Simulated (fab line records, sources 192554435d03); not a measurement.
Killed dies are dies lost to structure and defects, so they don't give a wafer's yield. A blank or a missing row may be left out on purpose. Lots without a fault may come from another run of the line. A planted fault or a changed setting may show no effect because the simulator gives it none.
fab line records | flow n5_finfet
record lots=5 wafers=15 last_day=18
route steps=1938 shown BEOL_M12@1613
lots that met no fault: from a run of the same line without faults
start_h: hours from the record's first day to the start of the lot's first wafer shown | wait_h: hours since the lot's step before | " the same as in the row above | L1.1+2: a row that stands for several wafers | - no value, or no start given | * or withheld: withheld | < > ~ a bound
route shown NAME@n: a module of which the file shows steps, and the number in the route of the first | usual: mean/standard deviation of fault-free wafers | same: alike in all rows | chamber/n: place in a boat | sites: the reading at each site | _std_site: their standard deviation | _edge_site: outer sites' mean less inner sites' | radius_mm: how far each site lies from the wafer's centre | mask NAME#n: copy n | behind: the tool/chamber that last shaped the wafer | hold: why the lot was held/for how many hours/how that ended | device: the transistor (n, p or np) that didn't switch | end of line: the same wafers' tests at the end of the route | a step without rows: its recipe alone | killed: dies lost to structure and defects at the first sort, not the wafer's yield | map: a wafer's dies, x killed, . not, _ none there
set.NAME: the setting as run; set.NAME@STEP: as run at that earlier step | model.NAME: the simulator's own value behind a step, which no gauge read
lots at some steps of the route; a table a step, a row a wafer
services: from which hour (start_h, from the record's first day; less than 0 if before it) a tool's chamber was out of use, for how many hours, and why
## steps
# step N5_BEOL_M12_OVL_MEAS_11
# recipe points_per_wafer=44
# usual V11_OVL=7/4.6
# columns lot.wafer tool chamber start_h wait_h V11_OVL[nm]
L077.1 overlay-01 0 273.70 0.0 5
L077.5 " 0 " " 2
L077.6 " 0 " " 10
L088.1 overlay-01 0 373.69 0.0 2
L088.2 " 0 " " 5
L088.4 " 0 " " 10
L094.1 overlay-01 0 387.82 0.0 5
L094.2 " 0 " " 7
L094.4 " 0 " " 11
L093.2 overlay-01 0 389.08 0.0 -1
L093.4 " 0 " " 4
L093.6 " 0 " " 6
L097.2 overlay-02 0 404.43 0.0 2
L097.5 " 0 " " -1
L097.6 " 0 " " 3
# step N5_BEOL_M12_INSPECT_12
# recipe mode=adi inspect_instrument=macro
# usual raw_defect_count=2.3/1.4
# columns lot.wafer tool chamber start_h wait_h raw_defect_count
L077.1 defect_inspect-02 - 273.73 0.0 3
L077.5 " - " " 2
L077.6 " - " " 1
L088.1 defect_inspect-01 - 373.71 0.0 0
L088.2 " - " " 2
L088.4 " - " " 4
L094.1 defect_inspect-02 - 387.84 0.0 4
L094.2 " - " " 5
L094.4 " - " " 1
L093.2 defect_inspect-01 - 389.11 0.0 2
L093.4 " - " " 2
L093.6 " - " " 3
L097.2 defect_inspect-02 - 404.46 0.0 3
L097.5 " - " " 4
L097.6 " - " " 4
# step N5_BEOL_M12_DESCUM_15
# recipe chemistry=O2 time_s=7.9 source_power_w=50 bias_power_w=20 pressure_mtorr=20 rf_frequency_hz=2.712e+07 temp_c=40 o2_flow_sccm=225
# usual drypump_motor_current_A=5.6/0.49 oes_product_au=0.79/0.067 rf_vpp_V=243.3/1.5 showerhead_plenum_p_Torr=2.10/0.076 throttle_valve_pct=20.40/0.19
# columns lot.wafer tool chamber start_h wait_h drypump_motor_current_A oes_product_au rf_hours_counter_h rf_vpp_V showerhead_plenum_p_Torr throttle_valve_pct
L077.1 rie_diel-06 1 273.76 0.0 5.9 0.85 70 245.4 2.20 20.28
L077.5 " 0 " " 5.3 0.85 - 243.0 2.12 20.34
L077.6 " 3 " " 5.0 0.88 - 244.5 2.21 20.58
L088.1 rie_diel-04 2 373.75 0.0 6.8 0.89 20 243.1 2.03 20.44
L088.2 " 1 " " 5.7 0.69 246 240.2 1.97 20.19
L088.4 " 0 " " 4.9 0.74 163 241.4 2.01 20.59
L094.1 rie_diel-03 0 387.88 0.0 5.2 0.72 174 243.1 2.16 20.52
L094.2 " 1 " " 6.3 0.73 169 243.0 2.06 20.09
L094.4 " 3 " " 5.7 0.72 - 240.9 1.99 20.33
L093.2 rie_diel-03 1 389.68 0.6 6.2 0.74 170 243.4 2.06 20.08
L093.4 " 1 " " 6.2 0.73 - 243.6 2.06 20.09
L093.6 " 0 " " 5.2 0.72 - 243.9 2.16 20.53
L097.2 rie_diel-06 2 404.49 0.0 5.4 0.84 58 244.3 2.14 20.46
L097.5 " 3 " " 4.9 0.82 - 243.2 2.19 20.64
L097.6 " 2 " " 5.4 0.85 - 243.8 2.14 20.47
# step N5_BEOL_M12_ETCH_59
# recipe chemistry=N2/H2 target=BARC target_depth_a=890 overetch_a=267 time_s=67.9 ion_energy_ev=200 pressure_mtorr=30 source_w=840 bias_w=150 n2_flow_sccm=200 h2_flow_sccm=200
# usual drypump_motor_current_A=5.6/0.49 oes_product_au=0.68/0.055 rf_vpp_V=524.1/2.7 showerhead_plenum_p_Torr=2.55/0.093 throttle_valve_pct=17.80/0.19
# columns lot.wafer tool chamber start_h wait_h drypump_motor_current_A oes_product_au rf_hours_counter_h rf_vpp_V showerhead_plenum_p_Torr throttle_valve_pct
L077.1 rie_diel-06 1 273.80 0.0 5.9 0.73 70 526.9 2.69 17.76
L077.5 " 0 " " 5.3 0.74 - 525.7 2.58 17.87
L077.6 " 3 " " 5.0 0.75 - 527.9 2.67 17.86
L088.1 rie_diel-04 2 373.78 0.0 6.8 0.78 20 522.4 2.49 17.95
L088.2 " 1 " " 5.8 0.60 246 519.6 2.40 17.64
L088.4 " 0 " " 4.9 0.65 163 519.8 2.43 18.03
L094.1 rie_diel-03 0 387.91 0.0 5.2 0.62 174 527.1 2.62 17.91
L094.2 " 1 " " 6.3 0.63 169 523.5 2.52 17.55
L094.4 " 3 " " 5.7 0.64 - 520.9 2.43 17.85
L093.2 rie_diel-03 1 389.71 0.0 6.3 0.64 170 522.4 2.52 17.54
L093.4 " 1 " " 6.3 0.63 - 523.9 2.52 17.54
L093.6 " 0 " " 5.2 0.62 - 527.9 2.62 17.92
L097.2 rie_diel-06 2 404.53 0.0 5.4 0.71 58 524.0 2.56 17.65
L097.5 " 3 " " 5.0 0.70 - 528.3 2.65 17.94
L097.6 " 2 " " 5.4 0.72 - 525.1 2.56 17.64
# step N5_BEOL_M12_VIA_ETCH_16
# recipe chemistry=C4F8/O2/Ar target=SiOC pressure_mtorr=30 source_w=3000 bias_w=700 Ar_flow_sccm=400 C4F8_flow_sccm=15 O2_flow_sccm=8 he_inner_torr=15 he_outer_torr=30 target_depth_a=7248 time_s=withheld ion_energy_ev=250 ends=cleared
# usual O2_flow_sccm=8.001/0.023 drypump_motor_current_A=5.6/0.49 he_inner_torr=15.000/0.028 oes_product_au=0.72/0.06 rf_vpp_V=666/3.4 showerhead_plenum_p_Torr=3.44/0.12 throttle_valve_pct=24.22/0.21
# columns lot.wafer tool chamber start_h wait_h O2_flow_sccm drypump_motor_current_A he_inner_torr oes_product_au rf_vpp_V showerhead_plenum_p_Torr throttle_valve_pct
L077.1 rie_diel-06 1 273.85 0.0 7.978 5.9 14.978 0.77 670 3.61 24.15
L077.5 " 0 " " 7.988 5.3 15.069 0.77 667 3.44 24.05
L077.6 " 3 " " 8.003 5.0 14.967 0.80 671 3.63 24.54
L088.1 rie_diel-04 2 373.83 0.0 8.018 6.8 15.030 0.82 663 3.37 24.44
L088.2 " 1 " " 7.991 5.7 15.043 0.62 660 3.22 23.81
L088.4 " 0 " " 8.038 5.0 14.996 0.67 662 3.30 24.45
L094.1 rie_diel-03 0 387.97 0.0 7.990 5.2 14.917 0.66 669 3.53 24.35
L094.2 " 1 " " 7.983 6.3 14.961 0.66 665 3.43 24.07
L094.4 " 3 " " 8.019 5.7 15.011 0.67 661 3.28 24.15
L093.2 rie_diel-03 1 389.76 0.0 8.039 6.3 15.037 0.65 663 3.43 24.07
L093.4 " 1 " " 8.042 6.2 15.054 0.66 664 3.43 24.09
L093.6 " 0 " " 8.024 5.2 14.974 0.65 669 3.53 24.34
L097.2 rie_diel-06 2 404.58 0.0 8.010 5.4 14.996 0.75 667 3.45 24.11
L097.5 " 3 " " 8.009 5.0 14.971 0.74 670 3.60 24.59
L097.6 " 2 " " 8.034 5.4 14.998 0.75 667 3.46 24.13
# step N5_BEOL_M12_STRIP_63
# recipe chemistry=N2/H2 power_w=1000 temp_c=250 h2_frac=0.65 overash_fraction=0.3 pressure_mtorr=1000 n2_flow_sccm=1750 h2_flow_sccm=3250
# usual drypump_motor_current_A=6.38/0.082 heater_power_w=322/17 oes_product_au=0.693/0.0048 strip_time_to_endpoint_s=42.4/0.83
# columns lot.wafer tool chamber start_h wait_h drypump_motor_current_A heater_power_w oes_product_au rf_hours_counter_h strip_time_to_endpoint_s
L077.1 plasma_asher-02 0 274.05 - 6.23 325 0.699 85 42.3
L077.5 " 1 " " 6.42 345 0.697 - 42.0
L077.6 " 0 " " 6.23 324 0.690 - 41.1
L088.1 plasma_asher-01 0 374.03 - 6.42 304 0.699 132 43.6
L088.2 " 1 " " 6.41 319 0.695 132 43.0
L088.4 " 1 " " 6.41 313 0.692 - 42.3
L094.1 plasma_asher-02 1 388.16 - 6.44 348 0.689 107 43.7
L094.2 " 0 " " 6.24 318 0.689 107 43.8
L094.4 " 1 " " 6.45 348 0.689 - 42.0
L093.2 plasma_asher-01 0 389.96 - 6.44 299 0.697 134 44.4
L093.4 " 0 " " 6.45 306 0.700 - 43.7
L093.6 " 0 " " 6.45 311 0.694 - 43.3
L097.2 plasma_asher-02 0 404.78 - 6.25 326 0.703 110 42.3
L097.5 " 1 " " 6.42 344 0.700 - 42.3
L097.6 " 0 " " 6.25 318 0.692 - 41.8
# step N5_BEOL_M12_STRIP_64
# recipe chemistry=N2/H2 power_w=1000 temp_c=250 h2_frac=0.65 overash_fraction=0.3 pressure_mtorr=withheld n2_flow_sccm=1750 h2_flow_sccm=3250
# usual drypump_motor_current_A=6.38/0.082 heater_power_w=322/17 oes_product_au=0.715/0.0044 strip_time_to_endpoint_s=31.34/0.086
# columns lot.wafer tool chamber start_h wait_h drypump_motor_current_A heater_power_w oes_product_au rf_hours_counter_h strip_time_to_endpoint_s
L077.1 plasma_asher-02 0 274.11 0.0 6.26 320 0.720 85 31.35
L077.5 " 1 " " 6.45 352 0.710 - 31.46
L077.6 " 0 " " 6.26 321 0.717 - 31.36
L088.1 plasma_asher-01 0 374.09 0.0 6.43 302 0.712 132 31.50
L088.2 " 1 " " 6.39 320 0.721 132 31.47
L088.4 " 1 " " 6.40 315 0.708 - 31.43
L094.1 plasma_asher-02 1 388.22 0.0 6.46 351 0.720 107 31.44
L094.2 " 0 " " 6.24 316 0.716 107 31.42
L094.4 " 1 " " 6.46 339 0.710 - 31.49
L093.2 plasma_asher-01 0 390.02 0.0 6.43 302 0.711 134 31.39
L093.4 " 0 " " 6.42 303 0.713 - 31.42
L093.6 " 0 " " 6.44 307 0.709 - 31.35
L097.2 plasma_asher-02 0 404.84 0.0 6.24 328 0.711 110 31.27
L097.5 " 1 " " 6.43 348 0.713 - 31.25
L097.6 " 0 " " 6.22 318 0.710 - 31.35
# step N5_BEOL_M12_STRIP_71
# recipe chemistry=post_etch_residue_remover time_s=60 temp_c=25 remover_ph=withheld remover_water_wt_pct=withheld remover_fluoride_wt_pct=withheld
# columns lot.wafer tool chamber start_h wait_h
L077.1+5+6 wet_bench-05 2,4,3 274.20 0.1
L088.1+2+4 wet_bench-02 1,4,5 374.18 0.1
L094.1+2+4 wet_bench-02 4,7,3 388.31 0.1
L093.2+4+6 wet_bench-01 2,1,0 390.11 0.1
L097.2+5+6 wet_bench-05 1,2,6 404.92 0.1
# step N5_BEOL_M12_SRD_72
# recipe time_s=30 temp_c=23 rinse_liquid=diw dry=n2_spin spin_rpm=1500 dry_time_s=30
# columns lot.wafer tool chamber start_h wait_h
L077.1+5+6 wet_bench-05 2,4,3 274.21 0.0
L088.1+2+4 wet_bench-02 1,4,5 374.20 0.0
L094.1+2+4 wet_bench-02 4,7,3 388.34 0.0
L093.2+4+6 wet_bench-01 2,1,0 390.13 0.0
L097.2+5+6 wet_bench-05 1,2,6 404.94 0.0
# step N5_BEOL_M12_CD_MEAS_17
# recipe target_cd_nm=140 polarity=opening
# usual cd_nm=140.6/2
# columns lot.wafer tool chamber start_h wait_h cd_nm
L077.1 cd_sem-01 - 274.25 0.0 141.9
L077.5 " - " " 139.1
L077.6 " - " " 140.8
L088.1 cd_sem-01 - 374.24 0.0 141.9
L088.2 " - " " 141.1
L088.4 " - " " 140.8
L094.1 cd_sem-03 - 388.38 0.0 140.1
L094.2 " - " " 138.8
L094.4 " - " " 136.4
L093.2 cd_sem-02 - 390.17 0.0 141.8
L093.4 " - " " 140.8
L093.6 " - " " 141.8
L097.2 cd_sem-01 - 404.98 0.0 140.3
L097.5 " - " " 141.6
L097.6 " - " " 143.7
# step N5_BEOL_M12_COAT_65
# recipe resist=SOC temp_c=250 time_s=60 spin_rpm=1500 resist_thk_nm=300
# columns lot.wafer tool chamber start_h wait_h
L077.1+5+6 litho_track-01 0 274.29 0.0
L088.1+2+4 litho_track-01 0 374.28 0.0
L094.1+2+4 litho_track-01 0 388.41 0.0
L093.2+4+6 litho_track-01 0 390.20 0.0
L097.2+5+6 litho_track-04 0 405.02 0.0
# step N5_BEOL_M12_COAT_66
# recipe resist=SiARC temp_c=220 time_s=60 spin_rpm=1500 resist_thk_nm=110
# columns lot.wafer tool chamber start_h wait_h
L077.1+5+6 litho_track-01 0 - -
L088.1+2+4 litho_track-01 0 - -
L094.1+2+4 litho_track-01 0 - -
L093.2+4+6 litho_track-01 0 - -
L097.2+5+6 litho_track-04 0 - -
# step N5_BEOL_M12_COAT_22
# recipe spin_rpm=2888 resist_thk_nm=300
# columns lot.wafer tool chamber start_h wait_h
L077.1+5+6 litho_track-01 0 - -
L088.1+2+4 litho_track-01 0 - -
L094.1+2+4 litho_track-01 0 - -
L093.2+4+6 litho_track-01 0 - -
L097.2+5+6 litho_track-04 0 - -
# step N5_BEOL_M12_EBR_24
# recipe solvent=PGMEA ebr_width_mm=1.5
# columns lot.wafer tool chamber start_h wait_h
L077.1+5+6 litho_track-01 0 - -
L088.1+2+4 litho_track-01 0 - -
L094.1+2+4 litho_track-01 0 - -
L093.2+4+6 litho_track-01 0 - -
L097.2+5+6 litho_track-04 0 - -
# step N5_BEOL_M12_SOFTBAKE_23
# recipe temp_c=130 time_s=60
# columns lot.wafer tool chamber start_h wait_h
L077.1+5+6 litho_track-01 0 - -
L088.1+2+4 litho_track-01 0 - -
L094.1+2+4 litho_track-01 0 - -
L093.2+4+6 litho_track-01 0 - -
L097.2+5+6 litho_track-04 0 - -
# step N5_BEOL_M12_EXPOSE_25
# recipe mask_id=M12 na=0.93 source_shape=conventional sigma_outer=0.4 polarization=unpolarized dose_mj=21.8
# same sigma_outer=0.4
# columns lot.wafer tool chamber start_h wait_h mask
L077.1+5+6 krf_scanner-02 0 274.41 - M12#0
L088.1+2+4 krf_scanner-01 0 374.40 - M12#0
L094.1+2+4 krf_scanner-01 0 388.66 - M12#0
L093.2+4+6 krf_scanner-02 0 390.45 - M12#0
L097.2+5+6 krf_scanner-01 0 405.27 - M12#0
# step N5_BEOL_M12_PEB_26
# recipe peb_temp_c=130 peb_time_s=90
# same peb_time_s=90
# columns lot.wafer tool chamber start_h wait_h
L077.1+5+6 litho_track-01 0 274.47 0.1
L088.1+2+4 litho_track-01 0 374.45 0.1
L094.1+2+4 litho_track-01 0 388.71 0.1
L093.2+4+6 litho_track-03 0 390.51 0.0
L097.2+5+6 litho_track-01 0 405.32 0.0
# step N5_BEOL_M12_DEVELOP_27
# recipe develop_time_s=45 rinse_liquid=diw dry=air_spin dev_temp_c=21
# columns lot.wafer tool chamber start_h wait_h
L077.1+5+6 litho_track-01 0 - -
L088.1+2+4 litho_track-01 0 - -
L094.1+2+4 litho_track-01 0 - -
L093.2+4+6 litho_track-03 0 - -
L097.2+5+6 litho_track-01 0 - -
# step N5_BEOL_M12_HARDBAKE_32
# recipe temp_c=130 time_s=120
# columns lot.wafer tool chamber start_h wait_h
L077.1+5+6 litho_track-01 0 - -
L088.1+2+4 litho_track-01 0 - -
L094.1+2+4 litho_track-01 0 - -
L093.2+4+6 litho_track-03 0 - -
L097.2+5+6 litho_track-01 0 - -
# step N5_BEOL_M12_CD_MEAS_28
# recipe target_cd_nm=160.2 landing_energy_ev=500 detector=se_inlens polarity=opening
# usual cd_nm=160.1/1.5
# columns lot.wafer tool chamber start_h wait_h cd_nm
L077.1 cd_sem-02 0 274.58 - 161.8
L077.5 " 0 " " 160.7
L077.6 " 0 " " 161.7
L088.1 cd_sem-02 0 374.57 - 160.3
L088.2 " 0 " " 160.2
L088.4 " 0 " " 160.2
L094.1 cd_sem-02 0 388.83 - 158.9
L094.2 " 0 " " 160.0
L094.4 " 0 " " 160.5
L093.2 cd_sem-02 0 390.62 - 157.1
L093.4 " 0 " " 156.6
L093.6 " 0 " " 158.5
L097.2 cd_sem-02 0 405.44 - 161.2
L097.5 " 0 " " 159.9
L097.6 " 0 " " 160.6
# step N5_BEOL_M12_OVL_MEAS_29
# recipe points_per_wafer=44
# usual M12_OVL=-2/5.1
# columns lot.wafer tool chamber start_h wait_h M12_OVL[nm]
L077.1 overlay-02 0 274.61 0.0 -3
L077.5 " 0 " " 3
L077.6 " 0 " " -1
L088.1 overlay-01 0 374.60 0.0 -1
L088.2 " 0 " " 1
L088.4 " 0 " " -6
L094.1 overlay-01 0 388.86 0.0 4
L094.2 " 0 " " -9
L094.4 " 0 " " 1
L093.2 overlay-01 0 390.65 0.0 -12
L093.4 " 0 " " -6
L093.6 " 0 " " -8
L097.2 overlay-01 0 405.47 0.0 -6
L097.5 " 0 " " 2
L097.6 " 0 " " -4
# step N5_BEOL_M12_INSPECT_30
# recipe mode=adi inspect_instrument=macro
# usual raw_defect_count=1.9/1.3
# columns lot.wafer tool chamber start_h wait_h raw_defect_count
L077.1 defect_inspect-02 - 274.63 0.0 1
L077.5 " - " " 5
L077.6 " - " " 3
L088.1 defect_inspect-01 - 374.62 0.0 3
L088.2 " - " " 0
L088.4 " - " " 3
L094.1 defect_inspect-02 - 388.88 0.0 2
L094.2 " - " " 3
L094.4 " - " " 3
L093.2 defect_inspect-01 - 390.67 0.0 1
L093.4 " - " " 2
L093.6 " - " " 0
L097.2 defect_inspect-02 - 405.49 0.0 1
L097.5 " - " " 2
L097.6 " - " " 1
# step N5_BEOL_M12_DESCUM_33
# recipe chemistry=O2 time_s=7.9 source_power_w=50 bias_power_w=20 pressure_mtorr=20 rf_frequency_hz=2.712e+07 temp_c=40 o2_flow_sccm=225
# usual drypump_motor_current_A=5.6/0.52 oes_product_au=0.80/0.076 rf_vpp_V=243.2/1.5 showerhead_plenum_p_Torr=2.09/0.078 throttle_valve_pct=20.38/0.21
# columns lot.wafer tool chamber start_h wait_h drypump_motor_current_A oes_product_au rf_hours_counter_h rf_vpp_V showerhead_plenum_p_Torr throttle_valve_pct
L077.1 rie_diel-03 3 274.80 0.2 5.7 0.77 127 242.5 2.00 20.28
L077.5 " 3 " " 5.7 0.78 - 240.8 2.01 20.27
L077.6 " 0 " " 5.2 0.75 - 243.7 2.17 20.48
L088.1 rie_diel-03 1 375.18 0.6 6.3 0.74 164 243.3 2.06 20.08
L088.2 " 3 " " 5.7 0.74 162 242.3 1.99 20.33
L088.4 " 2 " " 5.6 0.75 146 240.7 2.02 20.73
L094.1 rie_diel-04 0 389.33 0.4 4.9 0.75 171 240.6 2.01 20.60
L094.2 " 2 " " 6.8 0.89 27 243.6 2.03 20.46
L094.4 " 2 " " 6.8 0.90 - 243.0 2.03 20.45
L093.2 rie_diel-06 1 390.71 0.0 5.9 0.81 112 243.4 2.19 20.35
L093.4 " 3 " " 4.9 0.83 - 245.6 2.20 20.66
L093.6 " 1 " " 5.9 0.81 - 245.0 2.18 20.33
L097.2 rie_diel-04 0 405.53 0.0 4.9 0.74 177 241.2 2.01 20.62
L097.5 " 0 " " 4.9 0.74 - 242.5 2.01 20.64
L097.6 " 1 " " 5.7 0.94 - 245.2 2.24 19.74
# step N5_BEOL_M12_ETCH_67
# recipe chemistry=CF4 target=SiARC target_depth_a=1430 time_s=238.3 ion_energy_ev=80 pressure_mtorr=40 source_w=545 bias_w=36 Ar_flow_sccm=100 cf4_flow_sccm=100 ends=cleared
# usual drypump_motor_current_A=5.6/0.52 etch_rf_on_time_s=238/4.7 oes_product_au=0.69/0.066 rf_vpp_V=184.0/1.2 showerhead_plenum_p_Torr=2.14/0.082 throttle_valve_pct=15.60/0.19
# columns lot.wafer tool chamber start_h wait_h drypump_motor_current_A etch_rf_on_time_s oes_product_au rf_hours_counter_h rf_vpp_V showerhead_plenum_p_Torr throttle_valve_pct
L077.1 rie_diel-03 3 274.84 0.0 5.7 233 0.67 127 182.6 2.06 15.45
L077.5 " 3 " " 5.7 236 0.67 - 181.8 2.06 15.45
L077.6 " 0 " " 5.2 238 0.65 - 185.6 2.23 15.73
L088.1 rie_diel-03 1 375.22 0.0 6.3 240 0.62 164 182.0 2.14 15.45
L088.2 " 3 " " 5.7 238 0.64 162 184.5 2.05 15.51
L088.4 " 2 " " 5.6 248 0.64 146 184.4 2.05 15.80
L094.1 rie_diel-04 0 389.37 0.0 4.9 242 0.63 171 183.8 2.05 15.73
L094.2 " 2 " " 6.8 241 0.77 27 184.7 2.10 15.64
L094.4 " 2 " " 6.8 243 0.76 - 182.0 2.10 15.66
L093.2 rie_diel-06 1 390.76 0.0 5.9 233 0.69 112 184.9 2.25 15.64
L093.4 " 3 " " 4.9 233 0.71 - 186.3 2.25 15.88
L093.6 " 1 " " 5.9 232 0.70 - 183.6 2.25 15.64
L097.2 rie_diel-04 0 405.56 0.0 4.9 242 0.63 177 182.7 2.05 15.77
L097.5 " 0 " " 4.9 241 0.62 - 183.7 2.05 15.75
L097.6 " 1 " " 5.7 238 0.81 - 185.1 2.28 15.00
# step N5_BEOL_M12_ETCH_68
# recipe chemistry=N2/H2 target=SOC mask_material=SiARC source_w=3000 bias_w=350 temp_c=40 time_s=285 ion_energy_ev=200 pressure_mtorr=30 n2_flow_sccm=200 h2_flow_sccm=200
# usual drypump_motor_current_A=5.6/0.51 oes_product_au=0.80/0.076 rf_vpp_V=523.7/2.8 showerhead_plenum_p_Torr=2.54/0.097 throttle_valve_pct=17.69/0.22
# columns lot.wafer tool chamber start_h wait_h drypump_motor_current_A oes_product_au rf_hours_counter_h rf_vpp_V showerhead_plenum_p_Torr throttle_valve_pct
L077.1 rie_diel-03 3 274.98 0.1 5.7 0.77 128 519.8 2.44 17.68
L077.5 " 3 " " 5.7 0.77 - 521.4 2.44 17.66
L077.6 " 0 " " 5.1 0.75 - 526.1 2.63 17.73
L088.1 rie_diel-03 1 375.36 0.1 6.3 0.74 164 521.7 2.52 17.42
L088.2 " 3 " " 5.7 0.74 162 520.4 2.43 17.74
L088.4 " 2 " " 5.6 0.76 146 520.7 2.43 17.98
L094.1 rie_diel-04 0 389.51 0.1 5.0 0.74 171 520.4 2.42 17.91
L094.2 " 2 " " 6.8 0.90 27 523.2 2.49 17.82
L094.4 " 2 " " 6.7 0.90 - 522.0 2.49 17.85
L093.2 rie_diel-06 1 390.98 0.1 5.9 0.79 112 527.3 2.67 17.74
L093.4 " 3 " " 5.0 0.82 - 527.6 2.66 17.84
L093.6 " 1 " " 5.9 0.80 - 527.2 2.67 17.75
L097.2 rie_diel-04 0 405.71 0.1 4.9 0.74 178 520.7 2.42 17.93
L097.5 " 0 " " 4.9 0.74 - 521.2 2.42 17.95
L097.6 " 1 " " 5.7 0.95 - 528.6 2.72 17.04
# step N5_BEOL_M12_STRIP_69
# recipe chemistry=N2/H2 temp_c=40 n2_flow_sccm=200 h2_flow_sccm=200 rf_frequency_hz=6e+07
# columns lot.wafer tool chamber start_h wait_h
L077.1+5+6 rie_diel-03 3,3,0 275.16 0.1
L088.1+2+4 rie_diel-03 1,3,2 375.54 0.1
L094.1+2+4 rie_diel-04 0,2,2 389.68 0.1
L093.2+4+6 rie_diel-06 1,3,1 391.24 0.2
L097.2+5+6 rie_diel-04 0,0,1 405.88 0.1
# step N5_BEOL_M12_TRENCH_ETCH_34
# recipe chemistry=C4F8/O2/Ar target=SiOC target_depth_a=3189.5 mask_material=SOC pressure_mtorr=30 source_w=3000 bias_w=700 Ar_flow_sccm=400 C4F8_flow_sccm=15 O2_flow_sccm=8 he_inner_torr=15 he_outer_torr=30 time_s=125.5 ion_energy_ev=250
# usual O2_flow_sccm=8.002/0.024 drypump_motor_current_A=5.6/0.52 he_inner_torr=14.998/0.029 oes_product_au=0.80/0.076 rf_vpp_V=665/3.4 showerhead_plenum_p_Torr=3.42/0.12 throttle_valve_pct=24.21/0.24
# columns lot.wafer tool chamber start_h wait_h O2_flow_sccm drypump_motor_current_A he_inner_torr oes_product_au rf_hours_counter_h rf_vpp_V showerhead_plenum_p_Torr throttle_valve_pct
L077.1 rie_diel-03 3 275.17 0.0 8.002 5.7 15.042 0.78 128 660 3.30 24.11
L077.5 " 3 " " 7.997 5.7 15.031 0.78 - 662 3.30 24.11
L077.6 " 0 " " 7.982 5.2 14.941 0.75 - 670 3.55 24.30
L088.1 rie_diel-03 1 375.55 0.0 8.040 6.3 15.002 0.73 164 664 3.43 24.06
L088.2 " 3 " " 7.981 5.7 14.983 0.75 162 663 3.28 24.16
L088.4 " 2 " " 7.997 5.6 14.978 0.75 147 662 3.27 24.35
L094.1 rie_diel-04 0 389.69 0.0 8.007 4.9 15.010 0.75 171 662 3.30 24.46
L094.2 " 2 " " 7.945 6.8 14.929 0.90 27 664 3.36 24.44
L094.4 " 2 " " 7.943 6.8 14.939 0.90 - 664 3.36 24.43
L093.2 rie_diel-06 1 391.25 0.0 8.004 5.9 15.044 0.80 112 669 3.58 24.22
L093.4 " 3 " " 8.013 5.0 14.989 0.83 - 669 3.60 24.58
L093.6 " 1 " " 8.001 5.9 14.988 0.80 - 670 3.58 24.22
L097.2 rie_diel-04 0 405.89 0.0 8.027 4.9 14.980 0.74 178 660 3.30 24.47
L097.5 " 0 " " 8.032 4.9 15.059 0.74 - 661 3.30 24.46
L097.6 " 1 " " 7.963 5.7 15.015 0.95 - 673 3.62 23.45
# step N5_BEOL_M12_STRIP_70
# recipe chemistry=C4F8/O2/Ar resist=SiARC rf_frequency_hz=6e+07
# columns lot.wafer tool chamber start_h wait_h
L077.1+5+6 rie_diel-03 3,3,0 275.28 0.1
L088.1+2+4 rie_diel-03 1,3,2 375.66 0.1
L094.1+2+4 rie_diel-04 0,2,2 389.81 0.1
L093.2+4+6 rie_diel-06 1,3,1 391.42 0.1
L097.2+5+6 rie_diel-04 0,0,1 406.00 0.1
# step N5_BEOL_M12_OCD_MEAS_35
# usual trench_depth_nm=316/4.1
# columns lot.wafer tool chamber start_h wait_h trench_depth_nm
L077.1 ocd-01 - 275.32 0.0 315
L077.5 " - " " 317
L077.6 " - " " 314
L088.1 ocd-02 - 375.70 0.0 313
L088.2 " - " " 314
L088.4 " - " " 309
L094.1 ocd-01 - 389.85 0.0 313
L094.2 " - " " 319
L094.4 " - " " 317
L093.2 ocd-02 - 391.47 0.0 315
L093.4 " - " " 319
L093.6 " - " " 315
L097.2 ocd-01 - 406.05 0.0 316
L097.5 " - " " 315
L097.6 " - " " 318
# step N5_BEOL_M12_STRIP_37
# recipe chemistry=N2/H2 power_w=1000 temp_c=250 h2_frac=0.65 overash_fraction=0.3 pressure_mtorr=withheld n2_flow_sccm=1750 h2_flow_sccm=3250
# usual drypump_motor_current_A=6.38/0.077 heater_power_w=320/16 oes_product_au=0.793/0.0099
# columns lot.wafer tool chamber start_h wait_h drypump_motor_current_A heater_power_w oes_product_au rf_hours_counter_h
L077.1 plasma_asher-01 0 275.36 0.0 6.44 306 0.785 111
L077.5 " 0 " " 6.44 300 0.780 -
L077.6 " 1 " " 6.40 316 0.790 -
L088.1 plasma_asher-01 1 375.74 0.0 6.35 315 0.801 132
L088.2 " 0 " " 6.41 294 0.799 132
L088.4 " 0 " " 6.42 303 0.785 -
L094.1 plasma_asher-02 0 389.89 0.0 6.23 322 0.786 107
L094.2 " 1 " " 6.44 354 0.793 107
L094.4 " 0 " " 6.23 318 0.791 -
L093.2 plasma_asher-01 0 391.51 0.0 6.45 300 0.812 135
L093.4 " 0 " " 6.44 303 0.809 -
L093.6 " 0 " " 6.45 308 0.786 -
L097.2 plasma_asher-02 0 406.08 0.0 6.23 318 0.778 111
L097.5 " 1 " " 6.45 344 0.786 -
L097.6 " 0 " " 6.24 317 0.802 -
## services
# columns tool chamber start_h hours kind
krf_scanner-02 - 254.65 0.3 repair
rie_diel-03 1 265.87 8.3 repair
krf_scanner-02 - 272.76 1.0 pm
rie_diel-04 2 281.12 - clean
litho_track-01 - 281.34 - consumable_replace:filter
plasma_asher-01 - 287.13 3.1 repair
krf_scanner-02 - 295.73 0.5 repair
rie_diel-03 0 314.36 19.1 repair
rie_diel-03 1 319.35 9.5 repair
wet_bench-02 - 320.15 1.2 repair
krf_scanner-01 - 329.36 1.0 pm
rie_diel-06 0 335.30 4.4 repair
rie_diel-03 3 338.59 11.0 repair
plasma_asher-02 - 338.81 2.4 repair
rie_diel-04 2 358.26 6.6 repair
krf_scanner-01 - 361.32 0.4 repair
krf_scanner-02 - 377.11 1.3 pm
krf_scanner-02 - 378.41 0.8 pm
rie_diel-06 2 379.85 11.7 repair
rie_diel-03 2 380.00 12.7 repair
krf_scanner-02 - 381.70 5.3 repair
rie_diel-06 0 386.76 22.5 repair
rie_diel-03 2 394.52 8.1 repair
rie_diel-06 - 396.50 0.7 repair
## key
fault none
